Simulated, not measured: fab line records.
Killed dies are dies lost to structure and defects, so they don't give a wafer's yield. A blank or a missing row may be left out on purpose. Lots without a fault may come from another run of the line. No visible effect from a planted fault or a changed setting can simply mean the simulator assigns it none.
Lot-split experiment || flow n5_finfet || route with 1938 steps; 7 lots, 21 wafers read

## ON THE SPLIT
At N5_BEOL_M8_EXPOSE_25 (exposes mask V7, target cd 40 nm), the setting dose_mj was moved away from the recipe's 42.5 on 7 of the 21 wafers read, by -4.9% to +5.6%. The other wafers ran this setting at the recipe's value.

## FROM THE SPLIT TO THE READING: what the file shows between them, 3 steps
- N5_BEOL_M8_PEB_26: peb time 60 s
- N5_BEOL_M8_DEVELOP_27: develop time 30 s
- N5_BEOL_M8_DESCUM_33: chemistry O2, time 7 s

## THE READING
BEOL_M8.cd_nm (the simulator's own value, which no gauge read), in nm, at N5_BEOL_M8_ETCH_72 (etches underlayer in N2/H2, target depth 6.5 nm, time 5.2 s). No usual value for it is given in the file. Average 40.0 nm, standard deviation 0.13 nm, over the 14 wafers here run with the recipe.

{"wafer": "L076.1", "tool, chamber at the split": "euv_scanner-02, 0", "dose_mj as run": 44.88, "against the recipe": "+5.6%", "BEOL_M8.cd_nm, nm": 40.8, "against lot-mates on the recipe": "+1.0"}
{"wafer": "L076.3", "tool, chamber at the split": "euv_scanner-02, 0", "dose_mj as run": 44.88, "against the recipe": "+5.6%", "BEOL_M8.cd_nm, nm": 41.2, "against lot-mates on the recipe": "+1.4"}
{"wafer": "L076.4", "tool, chamber at the split": "euv_scanner-02, 0", "dose_mj as run": 42.5, "against the recipe": "recipe", "BEOL_M8.cd_nm, nm": 39.8, "against lot-mates on the recipe": "-"}
{"wafer": "L079.2", "tool, chamber at the split": "euv_scanner-01, 0", "dose_mj as run": 42.5, "against the recipe": "recipe", "BEOL_M8.cd_nm, nm": 40, "against lot-mates on the recipe": "-"}
{"wafer": "L079.4", "tool, chamber at the split": "euv_scanner-01, 0", "dose_mj as run": 42.5, "against the recipe": "recipe", "BEOL_M8.cd_nm, nm": 40, "against lot-mates on the recipe": "-"}
{"wafer": "L079.6", "tool, chamber at the split": "euv_scanner-01, 0", "dose_mj as run": 40.4, "against the recipe": "-4.9%", "BEOL_M8.cd_nm, nm": 39, "against lot-mates on the recipe": -1.0}
{"wafer": "L080.4", "tool, chamber at the split": "euv_scanner-01, 0", "dose_mj as run": 42.5, "against the recipe": "recipe", "BEOL_M8.cd_nm, nm": 39.8, "against lot-mates on the recipe": "-"}
{"wafer": "L080.5", "tool, chamber at the split": "euv_scanner-01, 0", "dose_mj as run": 42.5, "against the recipe": "recipe", "BEOL_M8.cd_nm, nm": 40, "against lot-mates on the recipe": "-"}
{"wafer": "L080.6", "tool, chamber at the split": "euv_scanner-01, 0", "dose_mj as run": 41.15, "against the recipe": "-3.2%", "BEOL_M8.cd_nm, nm": 39.4, "against lot-mates on the recipe": -0.5}
{"wafer": "L081.1", "tool, chamber at the split": "euv_scanner-01, 0", "dose_mj as run": 42.5, "against the recipe": "recipe", "BEOL_M8.cd_nm, nm": 40, "against lot-mates on the recipe": "-"}
{"wafer": "L081.3", "tool, chamber at the split": "euv_scanner-01, 0", "dose_mj as run": 42.5, "against the recipe": "recipe", "BEOL_M8.cd_nm, nm": 40, "against lot-mates on the recipe": "-"}
{"wafer": "L081.6", "tool, chamber at the split": "euv_scanner-01, 0", "dose_mj as run": 42.5, "against the recipe": "recipe", "BEOL_M8.cd_nm, nm": 40, "against lot-mates on the recipe": "-"}
{"wafer": "L089.1", "tool, chamber at the split": "euv_scanner-02, 0", "dose_mj as run": 44.22, "against the recipe": "+4.0%", "BEOL_M8.cd_nm, nm": 40.8, "against lot-mates on the recipe": "+0.6"}
{"wafer": "L089.4", "tool, chamber at the split": "euv_scanner-02, 0", "dose_mj as run": 42.5, "against the recipe": "recipe", "BEOL_M8.cd_nm, nm": 40.2, "against lot-mates on the recipe": "-"}
{"wafer": "L089.5", "tool, chamber at the split": "euv_scanner-02, 0", "dose_mj as run": 44.22, "against the recipe": "+4.0%", "BEOL_M8.cd_nm, nm": 40.6, "against lot-mates on the recipe": "+0.4"}
{"wafer": "L093.1", "tool, chamber at the split": "euv_scanner-01, 0", "dose_mj as run": 42.5, "against the recipe": "recipe", "BEOL_M8.cd_nm, nm": 40.2, "against lot-mates on the recipe": "-"}
{"wafer": "L093.5", "tool, chamber at the split": "euv_scanner-01, 0", "dose_mj as run": 42.5, "against the recipe": "recipe", "BEOL_M8.cd_nm, nm": 40.2, "against lot-mates on the recipe": "-"}
{"wafer": "L093.2", "tool, chamber at the split": "euv_scanner-01, 0", "dose_mj as run": 42.5, "against the recipe": "recipe", "BEOL_M8.cd_nm, nm": 40, "against lot-mates on the recipe": "-"}
{"wafer": "L094.1", "tool, chamber at the split": "euv_scanner-01, 0", "dose_mj as run": 42.5, "against the recipe": "recipe", "BEOL_M8.cd_nm, nm": 39.8, "against lot-mates on the recipe": "-"}
{"wafer": "L094.2", "tool, chamber at the split": "euv_scanner-01, 0", "dose_mj as run": 42.5, "against the recipe": "recipe", "BEOL_M8.cd_nm, nm": 40, "against lot-mates on the recipe": "-"}
{"wafer": "L094.4", "tool, chamber at the split": "euv_scanner-01, 0", "dose_mj as run": 44.16, "against the recipe": "+3.9%", "BEOL_M8.cd_nm, nm": 41, "against lot-mates on the recipe": "+1.1"}

THE FIT
A straight line over all 21 wafers: BEOL_M8.cd_nm changes by +0.191 nm for each +1% of dose_mj; r = +0.96; the points scatter about the line by 0.15 nm.
The same after taking each lot's own level away (the mean of its wafers on the recipe; 21 wafers): +0.195 nm for each +1%; r = +0.96; scatter 0.16 nm.
According to that fit, moving dose_mj by its largest amount changes the reading by 1.1 nm.
Across the lots, their own levels run from 39.80 to 40.20 nm, a range of 3.1 times the standard deviation given above.
So the lot-to-lot level changes the slope little: the two slopes agree.
Check: for one of the wafers moved furthest among these (+5.6%), held out of the fit, the line's prediction against its lot-mates is +1.12 nm. It came out at +1 nm against them.

## OTHER SPLITS APPLIED TO THESE WAFERS
These wafers also went through other splits before the reading. Each is held against what the fit with the lots' levels taken away leaves over:
{"other split on the same wafers": "N5_BEOL_M5_COAT_22 spin_rpm", "wafers away from the commonest value": 7, "r with BEOL_M8.cd_nm (lot level and that fit taken away)": -0.05}
{"other split on the same wafers": "N5_BEOL_M5_ETCH_41 source_w", "wafers away from the commonest value": 8, "r with BEOL_M8.cd_nm (lot level and that fit taken away)": "+0.36"}
{"other split on the same wafers": "N5_BEOL_M6_ETCH_66 bias_w", "wafers away from the commonest value": 5, "r with BEOL_M8.cd_nm (lot level and that fit taken away)": "+0.60"}
{"other split on the same wafers": "N5_BEOL_M7_ETCH_61 source_w", "wafers away from the commonest value": 13, "r with BEOL_M8.cd_nm (lot level and that fit taken away)": "+0.27"}
{"other split on the same wafers": "N5_BEOL_M7_COAT_64 spin_rpm", "wafers away from the commonest value": 7, "r with BEOL_M8.cd_nm (lot level and that fit taken away)": -0.05}

## THE WHOLE CHAIN: every reading that the file lists as answering this split, in the file's order
{"step": "N5_BEOL_M8_DESCUM_33", "what it does": "chemistry O2, time 7 s", "reading": "BEOL_M8.cd_nm (the simulator's own value, which no gauge read)", "change (the file's fit)": "+0.215 nm for each +1% of the setting", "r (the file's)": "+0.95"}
{"step": "N5_BEOL_M8_ETCH_72", "what it does": "etches underlayer in N2/H2, target depth 6.5 nm, time 5.2 s", "reading": "BEOL_M8.cd_nm (the simulator's own value, which no gauge read)", "change (the file's fit)": "+0.201 nm for each +1% of the setting", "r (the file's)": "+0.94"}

## FILE'S OWN FIT
BEOL_M8.cd_nm changes by +0.201 nm for each +1% of dose_mj, r = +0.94.
